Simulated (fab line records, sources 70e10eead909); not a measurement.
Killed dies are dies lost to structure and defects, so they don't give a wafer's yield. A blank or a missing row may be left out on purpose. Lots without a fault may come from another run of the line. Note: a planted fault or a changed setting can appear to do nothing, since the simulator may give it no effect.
fab line records	flow nand_harc
record: lots: 6	wafers: 18	last_day: 24
route steps=1159 shown P_M2@321 END@1159
lots untouched by any fault: they come from a run of this same line in which no faults occurred
start_h: hours from the record's first day to the start of the lot's first wafer shown	wait_h: hours elapsed since this lot's preceding step	" as in the row above	L1.1+2: a row that stands for several wafers	- value missing, or start not given	* or withheld: withheld	< > ~ a bound
route shown NAME@n: a module of which the file shows steps, and the number in the route of the first	usual: mean and standard deviation over wafers with no fault	same: alike in all rows	chamber/n: place in a boat	sites: each site's reading	_std_site: the values' standard deviation	_edge_site: the outer-site mean with the inner-site mean subtracted	radius_mm: for every site, how far away it sits from the centre of the wafer	mask NAME#n: copy n	behind: tool/chamber where the wafer was last shaped	hold: why the lot went on hold/how many hours it stayed there/how the hold came to an end	device: the n, p or np transistor that did not switch	end of line: the same wafers' tests at the end of the route	a step given without rows: its recipe and nothing more	killed: not the wafer's yield, but the dies lost to structure and defects at the first sort	map: dies across one wafer; x = killed, . = not, _ = none there
set.NAME: the setting as run; set.NAME@STEP: as run at that earlier step	model.NAME: the simulator's own value behind a step, which no gauge read
lots at selected steps of the route; one table per step, one row per wafer
services: the hour from which a tool's chamber was out of use, counted from the record's first day as start_h (under 0 if before that day), plus the number of hours and why
== steps ==
step: NHARC_P_M2_COAT_34
recipe: temp_c: 200	time_s: 65
step: NHARC_P_M2_COAT_03
recipe: spin_rpm: 1500	resist_thk_nm: 90
step: NHARC_P_M2_SOFTBAKE_04
recipe: temp_c: 105	time_s: 55
step: NHARC_P_M2_EBR_05
step: NHARC_P_M2_EXPOSE_06
recipe: na: 1.35	target_cd_nm: 170	dose_mj: 80.78	mask_id: P_M2
step: NHARC_P_M2_PEB_07
recipe: peb_temp_c: 100	peb_time_s: 65
step: NHARC_P_M2_DEVELOP_08
recipe: develop_time_s: 35	dev_temp_c: 23
step: NHARC_P_M2_CD_MEAS_09
recipe: target_cd_nm: 170	landing_energy_ev: 500
usual: cd_nm: 169.9/0.57
lot.wafer	tool	chamber	start_h	wait_h	cd_nm
L276.2	cd_sem-01	0	142.82	-	169.6
L276.3	"	0	"	"	170.0
L276.4	"	0	"	"	170.0
L281.2	cd_sem-02	0	173.93	-	169.3
L281.4	"	0	"	"	169.9
L281.5	"	0	"	"	170.4
L287.1	cd_sem-01	0	212.84	-	170.7
L287.2	"	0	"	"	170.4
L287.6	"	0	"	"	170.1
L289.2	cd_sem-02	0	222.57	-	170.2
L289.3	"	0	"	"	169.8
L289.4	"	0	"	"	169.8
L290.2	cd_sem-02	0	222.73	-	170.0
L290.4	"	0	"	"	169.9
L290.5	"	0	"	"	169.5
L291.2	cd_sem-03	0	243.14	-	168.4
L291.3	"	0	"	"	170.2
L291.4	"	0	"	"	169.3
step: NHARC_P_M2_OVL_MEAS_10
recipe: pitch_nm: 340
usual: overlay_x_nm: -0.1/0.73	overlay_y_nm: -0.1/0.94
lot.wafer	tool	chamber	start_h	wait_h	overlay_x_nm	overlay_y_nm
L276.2	overlay-02	-	142.90	-	0.2	0.3
L276.3	"	-	"	"	0.7	0.4
L276.4	"	-	"	"	0.1	0.4
L281.2	overlay-02	-	174.01	-	0.8	0.1
L281.4	"	-	"	"	0.3	-0.4
L281.5	"	-	"	"	0.6	-1.0
L287.1	overlay-01	-	212.93	-	1.0	1.1
L287.2	"	-	"	"	1.3	0.3
L287.6	"	-	"	"	0.6	1.5
L289.2	overlay-01	-	222.66	-	0.2	-1.8
L289.3	"	-	"	"	0.0	-1.1
L289.4	"	-	"	"	0.3	-1.5
L290.2	overlay-02	-	222.82	-	-0.2	-1.6
L290.4	"	-	"	"	-0.8	-0.5
L290.5	"	-	"	"	-0.8	-1.3
L291.2	overlay-02	-	243.22	-	-0.5	-0.6
L291.3	"	-	"	"	-1.0	-0.3
L291.4	"	-	"	"	-0.9	-0.6
step: NHARC_P_M2_INSPECT_11
usual: raw_defect_count: 4.0/2.2
lot.wafer	tool	chamber	start_h	wait_h	raw_defect_count
L276.2	defect_inspect-02	-	142.94	0.0	1
L276.3	"	-	"	"	2
L276.4	"	-	"	"	5
L281.2	defect_inspect-02	-	174.05	0.0	4
L281.4	"	-	"	"	1
L281.5	"	-	"	"	2
L287.1	defect_inspect-01	-	212.97	0.0	3
L287.2	"	-	"	"	5
L287.6	"	-	"	"	6
L289.2	defect_inspect-01	-	222.71	0.1	3
L289.3	"	-	"	"	2
L289.4	"	-	"	"	4
L290.2	defect_inspect-01	-	222.86	0.0	5
L290.4	"	-	"	"	4
L290.5	"	-	"	"	8
L291.2	defect_inspect-01	-	243.26	0.0	4
L291.3	"	-	"	"	9
L291.4	"	-	"	"	6
step: NHARC_P_M2_DESCUM_14
recipe: time_s: 3	o2_flow_sccm: 200	ar_flow_sccm: 0	bias_power_w: 0	chemistry: O2
usual: chamber_pressure_mTorr: 60.00/0.052	drypump_motor_current_A: 6.0/0.41	oes_product_au: 1.002/0.0064	rf_vpp_V: 57.8/0.98	showerhead_plenum_p_Torr: 1.92/0.077	throttle_valve_pct: 11.310/0.009
lot.wafer	tool	chamber	start_h	wait_h	chamber_pressure_mTorr	drypump_motor_current_A	oes_product_au	rf_hours_counter_h	rf_vpp_V	showerhead_plenum_p_Torr	throttle_valve_pct
L276.4	rie_diel-02	2	143.00	0.1	60.03	5.9	1.008	6	55.4	1.97	11.318
L276.3	"	3	"	"	60.00	6.5	1.007	6	57.7	1.87	11.326
L276.2	"	1	"	"	59.93	6.1	1.015	5	58.5	2.00	11.308
L281.4	rie_diel-02	3	174.13	0.1	60.00	6.5	1.004	0	58.2	1.87	11.319
L281.2	"	0	"	"	59.99	6.2	0.994	0	56.9	1.83	11.299
L281.5	"	2	"	"	60.00	5.9	0.986	-	56.4	1.97	11.310
L287.1	rie_diel-06	2	213.08	0.1	60.02	5.0	1.002	23	57.6	2.02	11.305
L287.2	"	0	"	"	60.02	5.3	0.997	29	57.4	1.89	11.308
L287.6	"	1	"	"	59.98	5.4	0.998	-	57.7	1.79	11.307
L289.3	rie_diel-02	0	222.77	0.1	59.96	6.1	1.007	2	56.5	1.83	11.314
L289.2	"	1	"	"	60.04	6.0	1.013	2	58.1	2.00	11.323
L289.4	"	3	"	"	60.05	6.5	1.007	2	57.4	1.87	11.309
L290.4	rie_diel-02	2	222.93	0.1	60.09	6.0	0.997	2	58.5	1.97	11.297
L290.2	"	3	"	"	59.97	6.5	1.006	2	55.8	1.87	11.304
L290.5	"	2	"	"	60.08	5.9	1.002	-	59.0	1.97	11.303
L291.4	rie_diel-13	1	243.41	0.1	59.98	6.3	1.000	60	57.7	1.87	11.306
L291.3	"	2	"	"	59.99	5.8	1.001	55	58.0	1.94	11.318
L291.2	"	0	"	"	60.06	5.9	0.997	60	55.8	1.77	11.296
step: NHARC_P_M2_ETCH_35
recipe: target_depth_a: 400	overetch_a: 120	time_s: 43.94	ion_energy_ev: 200	n2_flow_sccm: 150	h2_flow_sccm: 150	ar_flow_sccm: 0	rf_w: 400	bias_w: 150	chemistry: N2/H2
usual: bias_w: 150.0/0.48	chamber_pressure_mTorr: 29.999/0.027	drypump_motor_current_A: 6.0/0.42	n2_flow_sccm: 150.1/0.42	oes_product_au: 1.001/0.0065	rf_vpp_V: 430.6/2.5	showerhead_plenum_p_Torr: 2.04/0.085	throttle_valve_pct: 14.171/0.0086
lot.wafer	tool	chamber	start_h	wait_h	bias_w	chamber_pressure_mTorr	drypump_motor_current_A	n2_flow_sccm	oes_product_au	rf_hours_counter_h	rf_vpp_V	showerhead_plenum_p_Torr	throttle_valve_pct
L276.2	rie_diel-02	3	143.09	0.1	151.0	30.017	6.5	150.3	1.004	6	429.8	2.00	14.160
L276.4	"	0	"	"	150.1	29.974	6.1	150.7	0.998	6	427.6	1.95	14.172
L276.3	"	2	"	"	151.2	29.991	6.0	149.5	1.002	6	432.3	2.11	14.160
L281.4	rie_diel-02	0	174.20	0.1	148.9	30.016	6.2	149.9	1.007	0	428.0	1.95	14.171
L281.2	"	2	"	"	150.6	30.003	6.0	150.4	1.006	0	432.8	2.11	14.168
L281.5	"	0	"	"	149.1	29.998	6.2	149.9	1.011	-	428.9	1.95	14.172
L287.2	rie_diel-06	1	213.15	0.1	150.3	30.000	5.4	149.9	0.986	23	426.1	1.90	14.184
L287.1	"	0	"	"	149.5	30.014	5.3	150.2	0.985	29	429.5	2.02	14.162
L287.6	"	2	"	"	150.1	30.026	5.0	150.4	1.002	-	433.9	2.15	14.166
L289.4	rie_diel-02	0	222.86	0.1	150.2	30.007	6.1	150.2	0.994	2	428.3	1.95	14.167
L289.3	"	1	"	"	149.6	29.951	6.1	150.3	1.003	2	433.4	2.13	14.168
L289.2	"	2	"	"	150.7	30.007	6.0	149.9	0.987	2	432.6	2.11	14.168
L290.2	rie_diel-02	2	223.03	0.1	150.3	30.001	6.0	150.3	1.005	2	431.8	2.11	14.168
L290.4	"	3	"	"	150.3	30.083	6.5	150.2	1.002	2	430.3	1.99	14.176
L290.5	"	0	"	"	149.3	30.000	6.2	149.5	0.996	-	428.2	1.95	14.155
L291.3	rie_diel-13	0	243.49	0.1	150.6	29.988	5.9	149.7	1.006	60	427.4	1.89	14.174
L291.2	"	2	"	"	150.4	29.999	5.8	150.3	1.006	55	430.1	2.07	14.174
L291.4	"	3	"	"	150.0	30.003	6.4	150.1	0.996	20	433.1	2.12	14.169
step: NHARC_P_M2_ETCH_15
recipe: target_depth_a: 1825	time_s: 91.2	c4f8_flow_sccm: withheld	ar_flow_sccm: 400	rf_w: 600	bias_w: 300	chemistry: C4F8/Ar
usual: bias_w: 299.9/0.88	chamber_pressure_mTorr: 24.998/0.022	oes_product_au: 0.956/0.021	rf_vpp_V: 441.0/2.5
lot.wafer	tool	chamber	start_h	wait_h	bias_w	chamber_pressure_mTorr	oes_product_au	rf_hours_counter_h	rf_vpp_V
L276.3	rie_diel-02	0	143.18	-	299.7	24.954	0.980	6	438.6
L276.2	"	1	"	"	299.9	25.013	0.985	5	443.6
L276.4	"	2	"	"	300.0	24.976	0.963	6	442.9
L281.2	rie_diel-02	3	174.28	-	299.6	25.006	0.978	0	440.1
L281.4	"	2	"	"	297.8	25.029	0.958	0	442.7
L281.5	"	3	"	"	299.3	25.010	0.979	-	437.4
L287.1	rie_diel-06	0	213.38	-	-	-	-	-	-
L287.2	"	2	"	"	-	-	-	-	-
L287.6	"	1	"	"	-	-	-	-	-
L289.2	rie_diel-02	2	222.98	-	-	-	-	-	-
L289.3	"	3	"	"	-	-	-	-	-
L289.4	"	0	"	"	-	-	-	-	-
L290.2	rie_diel-02	2	223.10	-	300.5	24.968	0.939	2	444.3
L290.4	"	3	"	"	299.2	24.969	0.964	2	439.8
L290.5	"	2	"	"	299.5	24.969	0.953	-	442.1
L291.4	rie_diel-13	0	243.58	-	298.9	24.969	0.914	60	437.2
L291.3	"	1	"	"	299.2	25.001	0.921	60	438.3
L291.2	"	2	"	"	300.0	25.018	0.924	55	442.0
step: NHARC_P_M2_CD_MEAS_16
usual: cd_nm: 169.8/0.57
lot.wafer	tool	chamber	start_h	wait_h	cd_nm
L276.2	cd_sem-01	-	143.31	-	169.6
L276.3	"	-	"	"	169.4
L276.4	"	-	"	"	169.4
L281.2	cd_sem-01	-	174.42	-	169.3
L281.4	"	-	"	"	169.4
L281.5	"	-	"	"	169.9
L287.1	cd_sem-01	-	213.51	-	170.3
L287.2	"	-	"	"	169.9
L287.6	"	-	"	"	169.7
L289.2	cd_sem-03	-	223.10	-	169.8
L289.3	"	-	"	"	169.6
L289.4	"	-	"	"	170.9
L290.2	cd_sem-02	-	223.25	-	170.3
L290.4	"	-	"	"	169.5
L290.5	"	-	"	"	170.1
L291.2	cd_sem-03	-	243.71	-	168.8
L291.3	"	-	"	"	169.4
L291.4	"	-	"	"	168.9
step: NHARC_END_SORT_01
recipe: temp_c: 25
usual: defect_limited_yield: 94.9/1.7	killed_at_array: 31/12	killed_at_other: 0.6/0.85	killed_at_periphery: 3.0/2.3	killed_dies: 35/12	killed_open: 3.2/1.9	killed_short: 1.8/1.4	sort_bin_2_pct: 1.6/0.7	sort_bin_3_pct: 0.28/0.22	sort_bin_4_pct: 3.3/1.2	sort_n_pass: 642/12	sort_rim_yield_pct: 97.7/1.5	sort_yield_pct: 94.9/1.7
same: gross_dies: 677	sort_bin_5_pct[%]: 0	sort_bin_6_pct[%]: 0	sort_bin_7_pct[%]: 0	sort_bin_8_pct[%]: 0	sort_rim_n_gross: 106.00
lot.wafer	tool	chamber	start_h	wait_h	defect_limited_yield[%]	killed_at_array	killed_at_other	killed_at_periphery	killed_dies	killed_open	killed_short	sort_bin_2_pct[%]	sort_bin_3_pct[%]	sort_bin_4_pct[%]	sort_n_pass	sort_rim_yield_pct[%]	sort_yield_pct[%]
L276.2	prober-02	0	446.39	2.8	96.8	20	0	2	22	2	7	1.0	0.15	2.1	655	96.2	96.8
L276.3	prober-02	0	447.19	3.1	97.9	13	0	1	14	1	0	0.9	0.30	0.9	663	99.1	97.9
L276.4	prober-02	0	447.99	3.4	98.5	9	0	1	10	1	2	0.6	0.30	0.6	667	99.1	98.5
L281.2	prober-01	0	483.13	2.8	94.7	33	1	2	36	2	2	1.2	0.74	3.4	641	99.1	94.7
L281.4	prober-01	0	484.76	3.4	93.2	43	1	2	46	3	1	2.4	0.30	4.1	631	96.2	93.2
L281.5	prober-01	0	485.58	3.8	91.3	55	2	2	59	4	0	2.4	0.44	5.9	618	96.2	91.3
L290.2	prober-02	0	534.57	2.8	93.4	42	0	3	45	5	2	1.9	0.30	4.4	632	97.2	93.4
L290.4	prober-02	0	536.14	3.3	93.9	35	1	5	41	2	0	0.9	0.15	5.0	636	99.1	93.9
L290.5	prober-02	0	536.92	3.6	93.2	39	1	6	46	4	6	1.5	0.44	4.9	631	98.1	93.2
L287.1	prober-01	0	541.63	2.5	0	31	0	646	677	4	1	96.9	0.44	2.7	0	0	0
L287.2	prober-01	0	542.43	2.8	0	40	1	636	677	1	5	95.6	0.44	4.0	0	0	0
L287.6	prober-01	0	545.63	4.0	0	30	0	647	677	4	2	96.3	0.15	3.5	0	0	0
L289.2	prober-02	0	550.07	2.8	0	37	1	639	677	2	3	95.7	0.30	4.0	0	0	0
L289.3	prober-02	0	550.89	3.1	0	33	0	644	677	2	3	96.2	0	3.8	0	0	0
L289.4	prober-02	0	551.70	3.4	0	37	0	640	677	4	2	95.9	0.59	3.5	0	0	0
killed by level:class
L276.2 A_BLC:chamber_film_flake=4 A_CHANNEL_HOLE_D1:chamber_film_flake=3 A_SGD_CUT:geometric_particle:short=2 A_WL_FILL:geometric_particle:short=2 A_CONTACT:geometric_particle:short=2 A_CONTACT:chamber_film_flake=2 P_M0:geometric_particle:open=1 A_CHANNEL_FILL_D1:geometric_particle:short=1
L276.3 A_STAIRCASE:chamber_film_flake=5 A_CHANNEL_HOLE_D1:chamber_film_flake=4 A_BLC:chamber_film_flake=2 A_CHANNEL_FILL_D1:geometric_particle:open=1 P_STI:chamber_film_flake=1 A_CONTACT:chamber_film_flake=1
L276.4 A_CHANNEL_HOLE_D1:chamber_film_flake=3 A_WL_FILL:chamber_film_flake=2 A_ONON_D1:geometric_particle:short=1 A_CHANNEL_FILL_D1:geometric_particle:short=1 A_CONTACT:geometric_particle:open=1 P_STI:chamber_film_flake=1 A_SLIT:chamber_film_flake=1
L281.2 A_SLIT:chamber_film_flake=10 A_CHANNEL_HOLE_D1:chamber_film_flake=8 A_CONTACT:chamber_film_flake=8 A_ZERO_WELL:chamber_film_flake=2 A_STAIRCASE:chamber_film_flake=2 P_STI:geometric_particle:open=1 A_SGD_CUT:geometric_particle:short=1 A_CONTACT:geometric_particle:short=1
L281.4 A_CHANNEL_HOLE_D1:chamber_film_flake=16 A_SLIT:chamber_film_flake=15 A_CONTACT:chamber_film_flake=6 P_M2:chamber_film_flake=2 A_STAIRCASE:chamber_film_flake=2 A_SOURCE_PLATE:geometric_particle:open=1 A_BLC:geometric_particle:open=1 A_M0:geometric_particle:open=1
L281.5 A_SLIT:chamber_film_flake=20 A_CHANNEL_HOLE_D1:chamber_film_flake=15 A_CONTACT:chamber_film_flake=9 A_STAIRCASE:chamber_film_flake=6 THIN_TSV:chamber_film_flake=2 P_GATE:geometric_particle:open=1 A_ONON_D1:geometric_particle:open=1 A_STAIRCASE:geometric_particle:open=1
L290.2 A_CHANNEL_HOLE_D1:chamber_film_flake=20 A_CONTACT:chamber_film_flake=5 A_SLIT:chamber_film_flake=4 A_BLC:chamber_film_flake=4 A_CONTACT:geometric_particle:open=2 P_GATE:chamber_film_flake=2 A_STAIRCASE:chamber_film_flake=2 A_CHANNEL_FILL_D1:geometric_particle:open=1
L290.4 A_CHANNEL_HOLE_D1:chamber_film_flake=23 P_ZERO_WELL:chamber_film_flake=3 A_BLC:chamber_film_flake=3 A_STAIRCASE:chamber_film_flake=2 A_SLIT:chamber_film_flake=2 A_CONTACT:chamber_film_flake=2 A_WL_FILL:geometric_particle:open=1 A_CONTACT:geometric_particle:open=1
L290.5 A_CHANNEL_HOLE_D1:chamber_film_flake=22 P_ZERO_WELL:chamber_film_flake=3 A_CONTACT:chamber_film_flake=3 A_CHANNEL_FILL_D1:geometric_particle:short=2 A_CONTACT:geometric_particle:open=2 P_BONDPAD:chamber_film_flake=2 A_STAIRCASE:chamber_film_flake=2 A_SLIT:chamber_film_flake=2
L287.1 P_M2:area_etch=645 A_CHANNEL_HOLE_D1:chamber_film_flake=16 A_STAIRCASE:chamber_film_flake=5 A_CONTACT:chamber_film_flake=3 A_CHANNEL_FILL_D1:geometric_particle:open=2 P_CONTACT:geometric_particle:open=1 A_SGD_CUT:geometric_particle:short=1 A_CONTACT:geometric_particle:open=1
L287.2 P_M2:area_etch=633 A_CHANNEL_HOLE_D1:chamber_film_flake=29 A_STAIRCASE:chamber_film_flake=5 P_CONTACT:geometric_particle:short=2 A_CONTACT:chamber_film_flake=2 A_CHANNEL_FILL_D1:geometric_particle:short=1 A_SGD_CUT:geometric_particle:short=1 A_CONTACT:geometric_particle:open=1
L287.6 P_M2:area_etch=642 A_CHANNEL_HOLE_D1:chamber_film_flake=18 A_CONTACT:chamber_film_flake=4 A_CONTACT:geometric_particle:open=2 P_STI:chamber_film_flake=2 A_WL_FILL:chamber_film_flake=2 P_CONTACT:geometric_particle:short=1 P_M2:geometric_particle:open=1
L289.2 P_M2:area_etch=636 A_SLIT:chamber_film_flake=13 A_CHANNEL_HOLE_D1:chamber_film_flake=7 A_CONTACT:chamber_film_flake=7 A_STAIRCASE:chamber_film_flake=5 A_M1:geometric_particle:short=2 P_BONDPAD:chamber_film_flake=2 P_CONTACT:geometric_particle:open=1
L289.3 P_M2:area_etch=642 A_SLIT:chamber_film_flake=19 A_CHANNEL_HOLE_D1:chamber_film_flake=5 A_STAIRCASE:chamber_film_flake=3 A_CONTACT:chamber_film_flake=2 P_CONTACT:geometric_particle:short=1 P_CONTACT:geometric_particle:open=1 A_CHANNEL_FILL_D1:geometric_particle:open=1
L289.4 P_M2:area_etch=638 A_SLIT:chamber_film_flake=18 A_CHANNEL_HOLE_D1:chamber_film_flake=7 A_CONTACT:chamber_film_flake=5 A_CONTACT:geometric_particle:open=2 P_CONTACT:geometric_particle:open=1 P_M1:geometric_particle:short=1 A_ONON_D1:geometric_particle:short=1
map L287.1 (x killed, . not)
____________x____________
_________xxxxxxx_________
_______xxxxxxxxxxx_______
______xxxxxxxxxxxxx______
_____xxxxxxxxxxxxxxx_____
____xxxxxxxxxxxxxxxxx____
____xxxxxxxxxxxxxxxxx____
___xxxxxxxxxxxxxxxxxxx___
___xxxxxxxxxxxxxxxxxxx___
__xxxxxxxxxxxxxxxxxxxxx__
__xxxxxxxxxxxxxxxxxxxxx__
_xxxxxxxxxxxxxxxxxxxxxxx_
_xxxxxxxxxxxxxxxxxxxxxxx_
_xxxxxxxxxxxxxxxxxxxxxxx_
_xxxxxxxxxxxxxxxxxxxxxxx_
_xxxxxxxxxxxxxxxxxxxxxxx_
xxxxxxxxxxxxxxxxxxxxxxxxx
xxxxxxxxxxxxxxxxxxxxxxxxx
xxxxxxxxxxxxxxxxxxxxxxxxx
xxxxxxxxxxxxxxxxxxxxxxxxx
xxxxxxxxxxxxxxxxxxxxxxxxx
_xxxxxxxxxxxxxxxxxxxxxxx_
_xxxxxxxxxxxxxxxxxxxxxxx_
_xxxxxxxxxxxxxxxxxxxxxxx_
_xxxxxxxxxxxxxxxxxxxxxxx_
_xxxxxxxxxxxxxxxxxxxxxxx_
__xxxxxxxxxxxxxxxxxxxxx__
__xxxxxxxxxxxxxxxxxxxxx__
___xxxxxxxxxxxxxxxxxxx___
___xxxxxxxxxxxxxxxxxxx___
____xxxxxxxxxxxxxxxxx____
____xxxxxxxxxxxxxxxxx____
_____xxxxxxxxxxxxxxx_____
______xxxxxxxxxxxxx______
_______xxxxxxxxxxx_______
_________xxxxxxx_________
____________x____________
map L289.2 (x killed, . not)
____________x____________
_________xxxxxxx_________
_______xxxxxxxxxxx_______
______xxxxxxxxxxxxx______
_____xxxxxxxxxxxxxxx_____
____xxxxxxxxxxxxxxxxx____
____xxxxxxxxxxxxxxxxx____
___xxxxxxxxxxxxxxxxxxx___
___xxxxxxxxxxxxxxxxxxx___
__xxxxxxxxxxxxxxxxxxxxx__
__xxxxxxxxxxxxxxxxxxxxx__
_xxxxxxxxxxxxxxxxxxxxxxx_
_xxxxxxxxxxxxxxxxxxxxxxx_
_xxxxxxxxxxxxxxxxxxxxxxx_
_xxxxxxxxxxxxxxxxxxxxxxx_
_xxxxxxxxxxxxxxxxxxxxxxx_
xxxxxxxxxxxxxxxxxxxxxxxxx
xxxxxxxxxxxxxxxxxxxxxxxxx
xxxxxxxxxxxxxxxxxxxxxxxxx
xxxxxxxxxxxxxxxxxxxxxxxxx
xxxxxxxxxxxxxxxxxxxxxxxxx
_xxxxxxxxxxxxxxxxxxxxxxx_
_xxxxxxxxxxxxxxxxxxxxxxx_
_xxxxxxxxxxxxxxxxxxxxxxx_
_xxxxxxxxxxxxxxxxxxxxxxx_
_xxxxxxxxxxxxxxxxxxxxxxx_
__xxxxxxxxxxxxxxxxxxxxx__
__xxxxxxxxxxxxxxxxxxxxx__
___xxxxxxxxxxxxxxxxxxx___
___xxxxxxxxxxxxxxxxxxx___
____xxxxxxxxxxxxxxxxx____
____xxxxxxxxxxxxxxxxx____
_____xxxxxxxxxxxxxxx_____
______xxxxxxxxxxxxx______
_______xxxxxxxxxxx_______
_________xxxxxxx_________
____________x____________
== services ==
tool	chamber	start_h	hours	kind
rie_diel-02	0	129.85	-	clean
rie_diel-02	1	129.85	-	clean
rie_diel-02	2	129.85	-	clean
rie_diel-02	3	129.85	-	clean
rie_diel-06	0	131.80	9.3	repair
rie_diel-13	3	135.60	88.1	repair
rie_diel-02	-	150.70	9.0	pm
rie_diel-02	0	150.70	9.0	vent_cycle
rie_diel-02	1	150.70	9.0	vent_cycle
rie_diel-02	2	150.70	9.0	vent_cycle
rie_diel-02	3	150.70	9.0	vent_cycle
rie_diel-02	0	159.70	-	clean
rie_diel-02	1	159.70	-	clean
rie_diel-02	2	159.70	-	clean
rie_diel-02	3	159.70	-	clean
rie_diel-02	-	180.35	0.4	repair
rie_diel-13	2	181.36	1.6	repair
rie_diel-02	0	184.20	-	clean
rie_diel-02	1	184.20	-	clean
rie_diel-02	2	184.20	-	clean
rie_diel-13	2	191.41	6.1	repair
rie_diel-13	-	193.39	0.4	repair
rie_diel-13	1	219.31	4.5	repair
rie_diel-06	-	241.20	9.0	pm
== key ==
first_sign: step: NHARC_P_M2_ETCH_15	reading: tool_record	direction: missing
effect: step: NHARC_END_SORT_01	reading: killed_at_periphery	direction: up	sigmas: 99+	usual: 3.0	struck: 642
more_kills_born_at: NHARC_P_M2_ETCH_15@rie_diel-06: 1920	NHARC_P_M2_ETCH_15@rie_diel-02: 1916
met_at NHARC_P_M2_ETCH_15
struck_wafers L287.1,L287.2,L287.6,L289.2,L289.3,L289.4
later_rows_left_out L287.1,L287.2,L287.6,L289.2,L289.3,L289.4
onset_between 174.28 213.38
fault: kind: skipped_step_whole	tool: rie_diel-02,rie_diel-06	chamber: -	onset_h: 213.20	steps: NHARC_P_M2_ETCH_15	scope: struck_lots_only
later_rows_left_out: the simulator's readings of these wafers behind a module that went badly wrong aren't trusted and aren't shown, but for the sort
